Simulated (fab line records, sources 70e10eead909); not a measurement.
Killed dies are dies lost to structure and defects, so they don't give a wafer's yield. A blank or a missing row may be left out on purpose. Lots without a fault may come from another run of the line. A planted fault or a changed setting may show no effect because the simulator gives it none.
Which tool did it? | flow nand_harc | 24 lots, 72 wafers sampled, at 5 steps of a route of 1302

WHAT THE GAUGES READ, wafer by wafer
NHARC_P_M2_CD_MEAS_16. Usual: cd_nm 170.1 nm, standard deviation 0.79.
lot  | measured     | on        | cd_nm (nm)        | flag
L074 | day 6 11:07  | cd_sem-02 | 170.1 170.3 170.3 |
L075 | day 6 18:31  | cd_sem-03 | 170.4 169.8 170.6 |
L076 | day 7 09:58  | cd_sem-02 | 170.3 171.1 169.8 |
L077 | day 7 12:08  | cd_sem-02 | 170.5 169.4 170.6 |
L078 | day 8 06:06  | cd_sem-03 | 170.1 169.5 169.4 |
L079 | day 8 14:12  | cd_sem-02 | 171.7 171.3 169.8 |
L081 | day 9 06:19  | cd_sem-02 | 169.5 170.4 170.9 |
L080 | day 9 09:51  | cd_sem-02 | 170.1 170.7 169.7 |
L082 | day 9 15:33  | cd_sem-03 | 169.5 169.9 170.7 |
L083 | day 10 06:36 | cd_sem-03 | 169.9 169.4 170.4 |
L084 | day 10 11:07 | cd_sem-03 | 170.6 169.0 170.6 |
L085 | day 10 22:51 | cd_sem-02 | 170.1 171.5 169.6 |
L086 | day 11 08:04 | cd_sem-03 | 169.9 170.1 170.5 |
L088 | day 12 10:09 | cd_sem-03 | 170.4 169.1 169.0 |
L087 | day 12 10:34 | cd_sem-03 | 170.1 170.2 170.2 |
L089 | day 12 17:50 | cd_sem-02 | 170.1 170.1 170.3 |
L090 | day 13 04:55 | cd_sem-01 | 170.2 171.2 170.1 |
L091 | day 13 20:03 | cd_sem-01 | 169.8 169.6 169.5 |
L092 | day 13 20:41 | cd_sem-02 | 169.2 169.8 169.2 |
L093 | day 14 08:14 | cd_sem-02 | 170.4 169.8 170.5 |
L094 | day 14 20:08 | cd_sem-03 | 167.7 169.8 169.7 |
L095 | day 15 01:17 | cd_sem-02 | 168.3 170.0 168.9 |
L096 | day 15 20:36 | cd_sem-02 | 170.8 171.4 169.5 |
L097 | day 16 03:14 | cd_sem-03 | 169.9 170.2 170.8 |

NHARC_P_BONDPAD_CD_MEAS_13. Usual: cd_nm 499.1 nm, standard deviation 1.9.
lot  | measured     | on        | cd_nm (nm)        | flag
L074 | day 6 15:50  | cd_sem-03 | 498.7 500.6 497.3 |
L075 | day 6 23:25  | cd_sem-03 | 497.2 498.2 501.5 |
L076 | day 7 14:35  | cd_sem-02 | 499.3 501.4 500.1 |
L077 | day 7 16:37  | cd_sem-03 | 499.8 500.7 501.0 |
L078 | day 8 10:41  | cd_sem-03 | 500.7 502.2 499.9 |
L079 | day 8 18:42  | cd_sem-02 | 500.5 499.9 501.8 |
L081 | day 9 10:55  | cd_sem-03 | 500.1 498.2 497.6 |
L080 | day 9 14:40  | cd_sem-03 | 498.5 498.8 497.8 |
L082 | day 9 20:02  | cd_sem-03 | 500.4 497.8 499.3 |
L083 | day 10 11:11 | cd_sem-01 | 494.2 495.8 497.0 |
L084 | day 10 15:41 | cd_sem-02 | 500.5 501.0 499.9 |
L085 | day 11 03:17 | cd_sem-02 | 497.2 498.8 498.3 |
L086 | day 11 12:47 | cd_sem-03 | 498.0 502.0 498.3 |
L088 | day 12 14:52 | cd_sem-03 | 496.8 499.6 495.8 |
L087 | day 12 15:10 | cd_sem-02 | 501.0 500.2 501.7 |
L089 | day 12 22:43 | cd_sem-02 | 500.3 500.3 498.4 |
L090 | day 13 09:29 | cd_sem-02 | 499.5 500.4 497.3 |
L091 | day 14 00:38 | cd_sem-03 | 498.1 499.3 495.0 |
L092 | day 14 01:08 | cd_sem-01 | 499.1 500.7 498.9 |
L093 | day 14 12:45 | cd_sem-01 | 497.3 499.6 498.5 |
L094 | day 15 00:43 | cd_sem-03 | 501.8 502.4 501.5 |
L095 | day 15 05:53 | cd_sem-01 | 497.8 496.8 498.7 |
L096 | day 16 01:11 | cd_sem-01 | 498.9 502.7 500.2 |
L097 | day 16 07:48 | cd_sem-02 | 497.3 497.5 498.1 |

NHARC_A_ONON_D1_THK_MEAS_27: measures by ellipsometry. Usual: thk_nm 999 nm, standard deviation 7.3.
lot  | measured     | on            | thk_nm (nm)    | flag
L074 | day 8 10:07  | film_metro-02 | 992 994 993    |
L075 | day 8 10:08  | film_metro-01 | 995 996 996    |
L076 | day 9 05:04  | film_metro-01 | 1009 1011 1007 |
L077 | day 9 05:05  | film_metro-01 | 1003 1002 1002 |
L078 | day 10 00:10 | film_metro-02 | 1005 1006 1006 |
L079 | day 10 08:26 | film_metro-02 | 1002 1003 1002 |
L081 | day 11 01:33 | film_metro-02 | 1003 1001 1003 |
L080 | day 11 09:26 | film_metro-02 | 999 1001 1000  |
L082 | day 11 09:26 | film_metro-01 | 993 993 991    |
L083 | day 12 05:07 | film_metro-01 | 1012 1011 1014 |
L084 | day 12 05:06 | film_metro-02 | 1003 1004 1003 |
L085 | day 12 16:09 | film_metro-01 | 988 986 988    |
L086 | day 13 02:02 | film_metro-01 | 990 990 993    |
L088 | day 14 06:41 | film_metro-01 | 991 990 991    |
L087 | day 14 06:54 | film_metro-01 | 1004 1006 1008 |
L089 | day 14 16:20 | film_metro-01 | 1003 1005 1003 |
L090 | day 15 05:49 | film_metro-02 | 1004 1003 1004 |
L091 | day 15 15:59 | film_metro-02 | 999 999 999    |
L092 | day 15 16:00 | film_metro-01 | 998 1001 999   |
L093 | day 16 03:31 | film_metro-01 | 1009 1009 1009 |
L094 | day 16 13:35 | film_metro-01 | 997 998 996    |
L095 | day 16 21:46 | film_metro-01 | 990 992 991    |
L096 | day 17 14:15 | film_metro-02 | 989 989 989    |
L097 | day 18 05:33 | film_metro-01 | 988 987 986    |

WHICH TOOL RAN EACH LOT (tool, then ch and the chambers of the sampled wafers, then the start)
lot  | NHARC_P_M2_PVD_21                       | NHARC_P_BONDPAD_PRE_CLEAN_26
L074 | pvd_sputter-02, day 6 15:50 or earlier  | pvd_sputter-03, day 8 10:07 or earlier
L075 | pvd_sputter-03, day 6 23:25 or earlier  | pvd_sputter-01, day 8 10:08 or earlier
L076 | pvd_sputter-01, day 7 14:35 or earlier  | pvd_sputter-01, day 9 05:04 or earlier
L077 | pvd_sputter-01, day 7 16:37 or earlier  | pvd_sputter-02, day 9 05:05 or earlier
L078 | pvd_sputter-01, day 8 10:41 or earlier  | pvd_sputter-01, day 10 00:10 or earlier
L079 | pvd_sputter-03, day 8 15:12             | pvd_sputter-03, day 10 08:26 or earlier
L081 | pvd_sputter-03, day 9 10:55 or earlier  | pvd_sputter-03, day 11 01:33 or earlier
L080 | pvd_sputter-01, day 9 14:40 or earlier  | pvd_sputter-01, day 11 09:26 or earlier
L082 | pvd_sputter-02, day 9 20:02 or earlier  | pvd_sputter-03, day 11 09:26 or earlier
L083 | pvd_sputter-02, day 10 11:11 or earlier | pvd_sputter-03, day 12 05:07 or earlier
L084 | pvd_sputter-02, day 10 15:41 or earlier | pvd_sputter-03, day 12 05:06 or earlier
L085 | pvd_sputter-02, day 11 03:17 or earlier | pvd_sputter-03, day 12 16:09 or earlier
L086 | pvd_sputter-02, day 11 12:47 or earlier | pvd_sputter-02, day 13 02:02 or earlier
L088 | pvd_sputter-03, day 12 14:52 or earlier | pvd_sputter-02, day 14 06:41 or earlier
L087 | pvd_sputter-01, day 12 15:10 or earlier | pvd_sputter-03, day 14 06:54 or earlier
L089 | pvd_sputter-03, day 12 22:43 or earlier | pvd_sputter-01, day 14 16:20 or earlier
L090 | pvd_sputter-02, day 13 09:29 or earlier | pvd_sputter-01, day 15 05:49 or earlier
L091 | pvd_sputter-01, day 14 00:38 or earlier | pvd_sputter-02, day 15 15:59 or earlier
L092 | pvd_sputter-02, day 14 01:08 or earlier | pvd_sputter-01, day 15 16:00 or earlier
L093 | pvd_sputter-01, day 14 12:45 or earlier | pvd_sputter-02, day 16 03:31 or earlier
L094 | pvd_sputter-03, day 15 00:43 or earlier | pvd_sputter-03, day 16 13:35 or earlier
L095 | pvd_sputter-02, day 15 05:53 or earlier | pvd_sputter-01, day 16 21:46 or earlier
L096 | pvd_sputter-02, day 16 01:11 or earlier | pvd_sputter-01, day 17 14:15 or earlier
L097 | pvd_sputter-01, day 16 07:48 or earlier | pvd_sputter-02, day 18 05:33 or earlier
- NHARC_P_M2_PVD_21: deposits Cu, target thk 30 nm, time 20.49 s.
- NHARC_P_BONDPAD_PRE_CLEAN_26: time 30 s.

WHAT THE TOOLS THEMSELVES READ (means of the sampled wafers that have a number; where no wafer has one, the mark that the record gives instead)
NHARC_P_M2_PVD_21. Usual: cathode_dc_power_W 5000.0 W, standard deviation 0.89; throttle_valve_pct 29.6 %, standard deviation 0.5.
lot  | tool           | cathode_dc_power_W (W) | throttle_valve_pct (%) | flag
L074 | pvd_sputter-02 | 4998.9                 | 29.4                   |
L075 | pvd_sputter-03 | 4998.8                 | 30.0                   |
L076 | pvd_sputter-01 | 5000.3                 | 30.0                   |
L077 | pvd_sputter-01 | 5000.3                 | 29.6                   |
L078 | pvd_sputter-01 | 4999.6                 | 29.7                   |
L079 | pvd_sputter-03 | 5000.3                 | 29.5                   |
L081 | pvd_sputter-03 | 4999.8                 | 30.1                   |
L080 | pvd_sputter-01 | 4999.8                 | 29.3                   |
L082 | pvd_sputter-02 | 5000.0                 | 29.3                   |
L083 | pvd_sputter-02 | 4999.7                 | 29.3                   |
L084 | pvd_sputter-02 | 4999.2                 | 29.5                   |
L085 | pvd_sputter-02 | 5000.2                 | 29.7                   |
L086 | pvd_sputter-02 | 5000.1                 | 29.2                   |
L088 | pvd_sputter-03 | 5000.3                 | 29.5                   |
L087 | pvd_sputter-01 | 5000.0                 | 29.4                   |
L089 | pvd_sputter-03 | 5000.4                 | 29.9                   |
L090 | pvd_sputter-02 | 4998.8                 | 29.8                   |
L091 | pvd_sputter-01 | 5000.6                 | 29.2                   |
L092 | pvd_sputter-02 | 4999.5                 | 29.8                   |
L093 | pvd_sputter-01 | 5000.5                 | 29.6                   |
L094 | pvd_sputter-03 | 4999.4                 | 30.0                   |
L095 | pvd_sputter-02 | 4999.8                 | 30.0                   |
L096 | pvd_sputter-02 | 4999.5                 | 29.7                   |
L097 | pvd_sputter-01 | 5000.2                 | 29.5                   |

NHARC_P_BONDPAD_PRE_CLEAN_26. Usual: heater_power_w 408 W, standard deviation 26.
lot  | tool           | heater_power_w (W) | flag
L074 | pvd_sputter-03 | 413                |
L075 | pvd_sputter-01 | 411                |
L076 | pvd_sputter-01 | 399                |
L077 | pvd_sputter-02 | 411                |
L078 | pvd_sputter-01 | 414                |
L079 | pvd_sputter-03 | 421                |
L081 | pvd_sputter-03 | 426                |
L080 | pvd_sputter-01 | 411                |
L082 | pvd_sputter-03 | 397                |
L083 | pvd_sputter-03 | 411                |
L084 | pvd_sputter-03 | 400                |
L085 | pvd_sputter-03 | 437                |
L086 | pvd_sputter-02 | 418                |
L088 | pvd_sputter-02 | 401                |
L087 | pvd_sputter-03 | 415                |
L089 | pvd_sputter-01 | 419                |
L090 | pvd_sputter-01 | 394                |
L091 | pvd_sputter-02 | 392                |
L092 | pvd_sputter-01 | 407                |
L093 | pvd_sputter-02 | 413                |
L094 | pvd_sputter-03 | 395                |
L095 | pvd_sputter-01 | 410                |
L096 | pvd_sputter-01 | 425                |
L097 | pvd_sputter-02 | 402                |

THE ANSWER, worked out from the rows above alone
Rule: a lot is off if the mean of its wafers that have a number lies more than 3 standard deviations from the usual mean. A lot without any number at a reading at which 4 lots or more have one is off too. The other lots that the step has rows for count as sound. The gauges are gone through in route order, then the tools' own readings, and for those a lot's mean is taken as printed above. The first step at which some lot is off is used, and at that step the reading that is off furthest; a lot without a number counts as furthest.
No lot is off at any reading shown: from this, nothing can be told.

WHAT THE SIMULATOR HAD PUT IN
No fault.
